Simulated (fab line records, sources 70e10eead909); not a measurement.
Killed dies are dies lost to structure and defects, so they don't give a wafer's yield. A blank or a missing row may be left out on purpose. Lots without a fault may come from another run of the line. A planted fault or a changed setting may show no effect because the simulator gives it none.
Chamber matching | flow nand_harc | NHARC_P_STI_CMP_21 on cmp-02: 4 sister chambers
The step polishes, t overpolish 20 s, target thk 380.67 nm. 4 wafers are shown with their chamber, then 7 later ones without.

WAFERS WITH THEIR CHAMBER
wafer  | chamber | motor_current_A (A)
L697.1 | 1       | 10.1
L697.4 | 3       | 12.0
L699.1 | 0       | 11.3
L699.4 | 2       | 10.1

WAFERS WITHOUT THEIR CHAMBER
wafer  | motor_current_A (A)
L699.6 | 9.9
L698.2 | 11.6
L698.5 | 12.1
L698.6 | 9.5
L702.1 | 10.1
L702.2 | 9.4
L702.3 | 11.3

WHICH CHAMBER EACH WENT THROUGH
wafer  | from the rows above     | in truth
L699.6 | can't be placed: 1 or 2 | 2
L698.2 | can't be placed: 0 or 3 | 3
L698.5 | can't be placed: 3 or 0 | 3
L698.6 | can't be placed: 1 or 2 | 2
L702.1 | can't be placed: 1 or 2 | 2
L702.2 | can't be placed: 1 or 2 | 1
L702.3 | can't be placed: 0 or 3 | 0
Placed correctly: 0 of 7. Can't be placed from these rows: 7 (the true chamber is among the candidates in 7). Placed wrongly: 0.
How it was worked out, from the rows above alone: a wafer's distance from a chamber is the root of the sum, over the readings, of the square of ((its reading less the chamber's mean) divided by the reading's scatter). The wafer belongs to the nearest chamber; if the next one is less than 2 further off, it can't be placed. A chamber's mean is the mean of its shown wafers. The scatter: with one shown wafer a chamber, the root of the mean of the squares of how far each hidden wafer lies from its nearest shown one.
